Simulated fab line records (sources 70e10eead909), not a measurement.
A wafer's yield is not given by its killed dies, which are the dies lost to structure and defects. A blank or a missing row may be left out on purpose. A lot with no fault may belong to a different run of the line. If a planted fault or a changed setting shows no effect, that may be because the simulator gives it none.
A lot that was struck, set against a sound lot    flow nand harc    13 out of 1302 route steps
Sound: the wafers L779.1, L779.2, L779.5. Wafers struck: L784.1, L784.3, L784.6. The cause is named last.
At each step with rows: each side's tool, then ch and its chambers, then its first start. Under that, the readings that differ: sound wafers    struck wafers    difference of the means    sigmas: that difference in standard deviations of wafers without a fault.
alike: readings with means less than 2 such deviations apart, plus words and numbers identical on both sides. not compared: withheld readings, readings lacking a value on some wafer, bounds such as >300 that could conceal the same value, and numbers that have no deviation in the record and whose values overlap.
The two part at a step that has a row with sigmas, a row that says differs or no value, or rows on one side only. Non-overlapping numbers with no deviation appear without sigmas and do not part them. A reading that every wafer of one side lacks parts them only if that side has two wafers or more.

first, 1 step without rows for these wafers: NHARC_A_ONON_D1_DEP_12 (target thk 1000 nm).
NHARC_A_ONON_D1_THK_MEAS_14: measures by ellipsometry.
  sound: film metro-02 at day 9 19:54; struck: film metro-01 at day 11 22:20
reading      sound           struck       difference  sigmas
thk nm (nm)  1019 1020 1016  980 982 981  -37         -4
then, 2 steps without rows for these wafers: NHARC_A_ONON_D1_ANNEAL_15 (time 3600 s); NHARC_A_ONON_D1_DEP_16 (target thk 1000 nm).
NHARC_A_ONON_D1_THK_MEAS_18: measures by ellipsometry.
  sound: film metro-02 at day 10 03:43; struck: film metro-01 at day 12 05:57
  alike: thk nm
then, no rows for these wafers at 1 step: NHARC_A_ONON_D1_DEP_19 (target thk 1000 nm).
NHARC_A_ONON_D1_THK_MEAS_21: measures by ellipsometry.
  sound: film metro-01 at day 10 04:16; struck: film metro-01 at day 12 06:31
  alike: thk nm
then, no rows for these wafers at 1 step: NHARC_A_ONON_D1_DEP_22 (target thk 1000 nm).
NHARC_A_ONON_D1_THK_MEAS_24: measures by ellipsometry.
  sound: film metro-02 at day 10 04:50; struck: film metro-01 at day 12 07:05
  alike: thk nm
then, no rows for these wafers at 1 step: NHARC_A_ONON_D1_DEP_25 (target thk 1000 nm).
NHARC_A_ONON_D1_THK_MEAS_27: measures by ellipsometry.
  sound: film metro-02 at day 10 05:25; struck: film metro-01 at day 12 07:40
  alike: thk nm
NHARC_A_ONON_D1_DEP_28: target thk 1000 nm.
  sound on pecvd onon-03 ch 0, day 10 05:28; struck on pecvd onon-02, day 12 07:43
  no value came back on the struck wafers for n2 flow sccm (sccm), n2o flow sccm (sccm); on the sound wafers n2 flow sccm (sccm) reads 2759 2750 2751
-- break in the record here, with 16 days between the starts of the struck wafers on either side (left off in module A_ONON_D1, picked up again in module END, where the first step shown is number 1302 on the route) --
NHARC_END_SORT_01:
  at this point the record logs the struck wafers (prober-01 ch 0, day 28 08:29) and has no rows for the sound ones

== WHERE THEY PART ==
Last at NHARC_END_SORT_01 as far as this record goes, first at NHARC_A_ONON_D1_THK_MEAS_14.

WHY: what the simulator had put in
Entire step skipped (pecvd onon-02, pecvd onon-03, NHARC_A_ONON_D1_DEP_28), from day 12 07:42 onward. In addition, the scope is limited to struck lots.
